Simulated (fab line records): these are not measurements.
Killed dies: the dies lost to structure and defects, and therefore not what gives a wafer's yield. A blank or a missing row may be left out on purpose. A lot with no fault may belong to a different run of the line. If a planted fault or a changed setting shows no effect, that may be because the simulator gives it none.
A struck lot beside a sound one :: flow n5 finfet :: 12 out of 1938 route steps
Sound: wafers L520.1, L520.2, L520.4. Struck: wafers L526.1, L526.3, L526.6. The cause is given at the end.
Per side, at each step with rows, come the tool, then ch with its chambers, and then its first start. Under that, the readings that differ: sound wafers :: struck wafers :: difference of the means :: sigmas: that difference in standard deviations of wafers without a fault.
alike: a reading whose means differ by less than 2 such deviations, as well as words and numbers matching on both sides. not compared: withheld readings; readings where some wafer has no value; bounds like >300 that might hide an equal value; numbers whose values overlap and for which the record gives no deviation.
A row with sigmas, a row that says differs or no value, or rows on one side alone: a step with any of these is where the two part. Numbers that have no deviation but don't overlap get no sigmas and don't part them. A reading that every wafer of one side lacks parts them only if that side has two wafers or more.

first, 9 steps without rows for these wafers: N5_FIN_SAQP_EXPOSE_13 (exposes mask FIN CORE, target cd 35.6 nm); N5_FIN_SAQP_PEB_14 (peb time 60 s); N5_FIN_SAQP_DEVELOP_15 (develop time 30 s); N5_FIN_SAQP_DESCUM_21 (chemistry O2, time 7.9 s); N5_FIN_SAQP_ETCH_51 (etches SiARC in CF4, target depth 45.5 nm, time 75.8 s); N5_FIN_SAQP_ETCH_52 (etches SOC in N2/H2, target depth 100 nm, overetch 20 nm, time 150 s); N5_FIN_SAQP_STRIP_53 (strips in N2/H2); N5_FIN_SAQP_HM_OPEN_73 (chemistry CHF3/O2, target SiO2, stops on a-Si, target depth 12 nm, time 16.8 s); N5_FIN_SAQP_STRIP_74 (strips in CHF3/O2).
N5_FIN_SAQP_MANDREL_ETCH_22: etches a-Si in HBr/Cl2, stops on SiNx, target depth 60 nm, bt time 10 s, time 30 s.
  sound on rie si-03 ch 1,2,3, day 4 23:17; struck on rie si-03 ch 1,2,3, day 6 09:59
reading: model.SOC_of_FIN_SAQP_COAT_49.thk nm (nm)
sound: 75.65 76.21 75.72
struck: 81.78 82.09 81.91
difference: +6.07
sigmas: 
  alike: chamber pressure mTorr, drypump motor current A, oes product au, throttle valve pct
  not compared: rf hours counter h
then, 1 step without rows for these wafers: N5_FIN_SAQP_STRIP_55 (strips in N2/H2).
-- record jumps: 6 days separate the struck wafers' starts on either side; left off in module FIN_SAQP, taken up again in module BEOL_M4, whose first shown step is the route's number 1111 --
N5_BEOL_M4_RC_MEAS_101:
  sound on prober-01 ch 0, day 11 17:09; struck on prober-02 ch 0, day 12 10:08
reading: ION_N (uA/um)
sound: 684 697 693
struck: 664 654 681
difference: -25
sigmas: -2

reading: VT_N (mV)
sound: 246 245 246
struck: 253 255 250
difference: +7
sigmas: +2
  alike: DIBL_N, DIBL_P, IOFF_N, IOFF_P, ION_P, SS_N, SS_P, VT_P

WHERE THEY PART
Only at N5_BEOL_M4_RC_MEAS_101, within this record.

WHY: whatever the simulator had introduced
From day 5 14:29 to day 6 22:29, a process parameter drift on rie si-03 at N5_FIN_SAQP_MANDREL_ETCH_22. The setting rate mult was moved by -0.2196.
